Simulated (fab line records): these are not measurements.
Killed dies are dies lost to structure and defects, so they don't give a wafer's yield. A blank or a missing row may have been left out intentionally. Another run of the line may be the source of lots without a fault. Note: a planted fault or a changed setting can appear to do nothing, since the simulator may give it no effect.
Matching of chambers	flow nand_harc	NHARC_A_CONTACT_DESCUM_13 on rie_diel-13: 3 sister chambers
The step chemistry O2, time 3 s. 6 wafers are shown with their chamber, then 6 later ones without.

== WAFERS WITH THEIR CHAMBER ==
wafer	chamber	drypump_motor_current_A (A)	oes_product_au (a.u.)
L083.4	0	5.1	0.990
L085.3	1	6.0	1.001
L085.5	1	6.1	1.004
L087.2	0	5.1	0.997
L087.3	2	6.2	1.014
L087.5	2	6.2	1.021

== WAFERS MISSING THEIR CHAMBER ==
wafer	drypump_motor_current_A (A)	oes_product_au (a.u.)
L089.2	6.2	1.024
L089.3	6.0	0.998
L090.2	6.0	0.986
L097.2	6.0	0.984
L097.3	5.1	1.002
L097.5	6.0	0.988

== CHAMBER TAKEN BY EACH ==
wafer	from the rows above	in truth
L089.2	2	2
L089.3	1	1
L090.2	1	1
L097.2	1	1
L097.3	0	0
L097.5	1	1
Placed correctly: 6 of 6. Left unplaced by these rows: 0. Wrongly placed: 0.
How it was worked out, from the rows above alone: a wafer's distance from a chamber is the root of the sum, over the readings, of the square of ((its reading less the chamber's mean) divided by the reading's scatter). The wafer belongs to the nearest chamber; if the next one is less than 2 further off, it can't be placed. A chamber's mean is the mean of its shown wafers. The scatter: the root of (the sum of the squares of (reading less its chamber's mean) over the shown wafers, divided by (wafers less chambers)).
